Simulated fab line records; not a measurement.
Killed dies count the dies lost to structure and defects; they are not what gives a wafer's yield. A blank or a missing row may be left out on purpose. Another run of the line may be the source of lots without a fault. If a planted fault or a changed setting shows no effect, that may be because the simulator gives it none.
Comparing a struck lot with a sound one / flow nand harc / 42 steps out of a route of 1159
Sound: these wafers, L422.1, L422.2, L422.4. Struck: wafer L430.3 (L430.2, L430.4, from the same lot, were not struck and are left out); the cause is given at the end.
Per side, at each step with rows, come the tool, then ch with its chambers, and then its first start. Under that, the readings that differ: sound wafers / struck wafers / difference of the means / sigmas: that difference in standard deviations of wafers without a fault.
alike: readings whose means differ by less than 2 such deviations, and words and numbers that are the same on both sides. not compared: withheld readings, readings that some wafer has no value for, bounds like >300 that may hide the same value, and numbers for which the record gives no deviation and whose values overlap.
Wherever a step has rows on one side only, a row that says differs or no value, or a row with sigmas, the two part there. Numbers that have no deviation but don't overlap get no sigmas and don't part them. A reading missing from all wafers of one side parts the sides only when that side holds two or more wafers.

first, 1 step without rows for these wafers: NHARC_A_M1_STRIP_19 (strips in post etch residue remover, time 600 s).
NHARC_A_M1_DEGAS_29: time 60 s.
  sound on pvd sputter-01, day 18 20:41; struck on pvd sputter-02, day 20 21:11
  alike: heater power w
then, 2 steps without rows for these wafers: NHARC_A_M1_PRE_CLEAN_30 (time 30 s); NHARC_A_M1_PVD_20 (deposits TaN, target thk 5 nm, time 8.06 s).
NHARC_A_M1_PVD_21: deposits Cu, target thk 30 nm, time 20.49 s.
  sound on pvd sputter-01; struck on pvd sputter-02
  alike: throttle valve pct
then, 3 steps without rows for these wafers: NHARC_A_M1_ECD_22 (material Cu, target thk 400 nm); NHARC_A_M1_ANNEAL_31 (time 90 s); NHARC_A_M1_CMP_23 (polishes, t overpolish 20 s, target thk 154.34 nm).
NHARC_A_M1_THK_MEAS_24: measures by xrf.
  sound on film metro-02, day 18 22:05; struck on film metro-01, day 20 22:35
  alike: thk nm
then, 1 step without rows for these wafers: NHARC_A_M1_SRD_25.
NHARC_A_M1_INSPECT_27:
  sound on defect inspect-02, day 18 22:15; struck on defect inspect-02, day 20 22:46
  alike: raw defect count
NHARC_A_M1_PRE_CLEAN_32: time 12 s.
  sound on pecvd-02 ch 1,2, day 18 22:19; struck on pecvd-02 ch 0, day 20 23:28
reading=heater power w (W); sound=635 739 683; struck=564; difference=-122; sigmas=-2
then, 3 steps without rows for these wafers: NHARC_A_M1_DEP_33 (deposits SiCN, target thk 30 nm); NHARC_A_BONDPAD_DEP_00 (deposits SiCN, target thk 250 nm); NHARC_A_BONDPAD_CMP_29 (polishes SiCN, target thk 200 nm).
NHARC_A_BONDPAD_THK_MEAS_30: measures by ellipsometry.
  sound on film metro-01, day 18 23:36; struck on film metro-02, day 21 00:45
  alike: thk nm
then, 10 steps without rows for these wafers: NHARC_A_BONDPAD_SRD_31; NHARC_A_BONDPAD_DEHYDRATE_01 (time 120 s); NHARC_A_BONDPAD_HMDS_02 (time 30 s); NHARC_A_BONDPAD_COAT_33 (time 65 s); NHARC_A_BONDPAD_COAT_03 (resist thk 600 nm); NHARC_A_BONDPAD_SOFTBAKE_04 (time 70 s); NHARC_A_BONDPAD_EBR_05; NHARC_A_BONDPAD_EXPOSE_06 (exposes mask A BPAD); NHARC_A_BONDPAD_PEB_07 (peb time 80 s); NHARC_A_BONDPAD_DEVELOP_08 (time 50 s).
NHARC_A_BONDPAD_CD_MEAS_09: target cd 500 nm.
  sound on cd sem-02 ch 0, day 19 00:04; struck on cd sem-02 ch 0, day 21 01:20
  alike: cd nm
NHARC_A_BONDPAD_OVL_MEAS_35:
  sound on overlay-01, day 19 00:08; struck on overlay-01, day 21 01:26
  alike: overlay x nm, overlay y nm
then, 1 step without rows for these wafers: NHARC_A_BONDPAD_HARDBAKE_10 (time 65 s).
NHARC_A_BONDPAD_DESCUM_11: chemistry O2, time 3 s.
  sound on rie diel-07 ch 0,1,3, day 19 00:17; struck on rie diel-07 ch 2, day 21 01:33
reading=rf hours counter h (h); sound=0 0 0; struck=2; difference=+2; sigmas=
  alike: drypump motor current A, mfc ar sccm, oes product au, rf vpp V, showerhead plenum p Torr, throttle valve pct
then, 2 steps without rows for these wafers: NHARC_A_BONDPAD_ETCH_34 (etches the open film in N2/H2, target depth 60 nm, overetch 18 nm, time 65.91 s); NHARC_A_BONDPAD_ETCH_12 (etches the open film in CHF3/O2, target depth 220 nm, time 110 s).
NHARC_A_BONDPAD_CD_MEAS_13:
  sound on cd sem-03, day 19 00:37; struck on cd sem-02, day 21 01:52
  alike: cd nm
then, 1 step without rows for these wafers: NHARC_A_BONDPAD_STRIP_15 (strips in O2).
NHARC_A_BONDPAD_ETCH_24: etches the open film in CF4/N2, target depth 30 nm, time 72.99 s.
  sound on rie diel-07 ch 1,2,3; struck on rie diel-07 ch 3
reading=rf hours counter h (h); sound=0 0 0; struck=2; difference=+2; sigmas=
  alike: drypump motor current A, mfc ar sccm, oes product au, rf vpp V, showerhead plenum p Torr, throttle valve pct
then, 3 steps without rows for these wafers: NHARC_A_BONDPAD_STRIP_16 (strips in post etch residue remover, time 600 s); NHARC_A_BONDPAD_DEGAS_25 (time 60 s); NHARC_A_BONDPAD_PRE_CLEAN_26 (time 30 s).
NHARC_A_BONDPAD_PVD_17: deposits TaN, target thk 5 nm, time 8.06 s.
  sound on pvd sputter-02; struck on pvd sputter-03
reading=throttle valve pct (%); sound=30.5 29.1 29.8; struck=27.8; difference=-2.0; sigmas=-2
then, 2 steps without rows for these wafers: NHARC_A_BONDPAD_PVD_27 (deposits Cu, target thk 30 nm, time 20.49 s); NHARC_A_BONDPAD_ECD_18 (material Cu, target thk 400 nm).
NHARC_END_SORT_01:
  here the record holds rows for the struck wafers (prober-02 ch 0, day 22 22:28) but none for the sound ones

WHERE THEY PART
Earliest at NHARC_A_M1_PRE_CLEAN_32; latest, in this record, at NHARC_END_SORT_01.

WHY: the cause the simulator had injected
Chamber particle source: pecvd-02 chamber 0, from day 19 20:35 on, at NHARC_A_M1_PRE_CLEAN_32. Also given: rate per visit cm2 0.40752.
